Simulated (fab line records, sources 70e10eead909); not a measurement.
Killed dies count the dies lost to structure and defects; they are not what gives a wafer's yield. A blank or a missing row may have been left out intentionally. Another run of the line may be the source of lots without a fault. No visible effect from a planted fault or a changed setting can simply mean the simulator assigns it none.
Matching of chambers    flow nandHarc    NHARC_A_CONTACT_ETCH_76 on rieDiel-03: 4 sister chambers
The step etches the open film in N2/H2, target depth 260 nm, time 475.3 s. 4 wafers are shown with their chamber, then 7 later ones without.

== WAFERS PAIRED WITH THEIR CHAMBERS ==
wafer   chamber  drypumpMotorCurrentA (A)
L273.1  1        6.2
L273.6  2        5.9
L278.1  3        6.5
L278.2  0        5.3

== WAFERS WHOSE CHAMBER IS MISSING ==
wafer   drypumpMotorCurrentA (A)
L278.3  6.1
L275.3  6.5
L275.4  5.3
L275.6  5.9
L277.2  6.1
L277.5  6.5
L277.6  5.3

== WHICH CHAMBER EACH WENT THROUGH ==
wafer   from the rows above      in truth
L278.3  can't be placed: 1 or 2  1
L275.3  3                        3
L275.4  0                        0
L275.6  2                        2
L277.2  can't be placed: 1 or 2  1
L277.5  3                        3
L277.6  0                        0
Correctly placed: 5 of 7. Can't be placed from these rows: 2 (the true chamber is among the candidates in 2). Wrongly placed: 0.
How it was worked out, from the rows above alone: a wafer's distance from a chamber is the root of the sum, over the readings, of the square of ((its reading less the chamber's mean) divided by the reading's scatter). If the next closest chamber is less than 2 further off than the closest, the wafer can't be placed; otherwise it belongs to the closest. Each chamber's mean is taken over the wafers shown for it. The scatter: root of mean squared gap, hidden wafer to nearest shown wafer, with one shown wafer a chamber.
